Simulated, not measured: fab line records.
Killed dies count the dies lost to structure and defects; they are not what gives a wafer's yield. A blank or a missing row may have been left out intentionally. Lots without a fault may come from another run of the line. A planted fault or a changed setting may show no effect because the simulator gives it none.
Chamber matching + flow nand harc + ald hk-03 running NHARC_A_CHANNEL_FILL_D1_ALD_16: 3 sister chambers
The step deposits SiO2, target thk 1.5 nm, pulse time 10 s, ald cycles 15. 3 wafers are shown with their chamber, then 4 later ones without.

== WAFERS PAIRED WITH THEIR CHAMBERS ==
| wafer  | chamber | heater power w (W) |
|--------|---------|--------------------|
| L082.6 | 2       | 473                |
| L090.1 | 0       | 484                |
| L090.2 | 1       | 412                |

== WAFERS MISSING THEIR CHAMBER ==
| wafer  | heater power w (W) |
|--------|--------------------|
| L095.1 | 490                |
| L095.5 | 415                |
| L096.2 | 486                |
| L096.6 | 476                |

== CHAMBER TAKEN BY EACH ==
| wafer  | from the rows above     | in truth |
|--------|-------------------------|----------|
| L095.1 | 0                       | 0        |
| L095.5 | 1                       | 1        |
| L096.2 | 0                       | 0        |
| L096.6 | can't be placed: 2 or 0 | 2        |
Placed correctly: 3 of 4. Can't be placed from these rows: 1 (the true chamber is among the candidates in 1). Number placed wrongly: 0.
How it was worked out, from the rows above alone: a wafer's distance from a chamber is the root of the sum, over the readings, of the square of ((its reading less the chamber's mean) divided by the reading's scatter). The wafer belongs to the nearest chamber; if the next one is less than 2 further off, it can't be placed. Each chamber's mean is taken over the wafers shown for it. The scatter: root of mean squared gap, hidden wafer to nearest shown wafer, with one shown wafer a chamber.
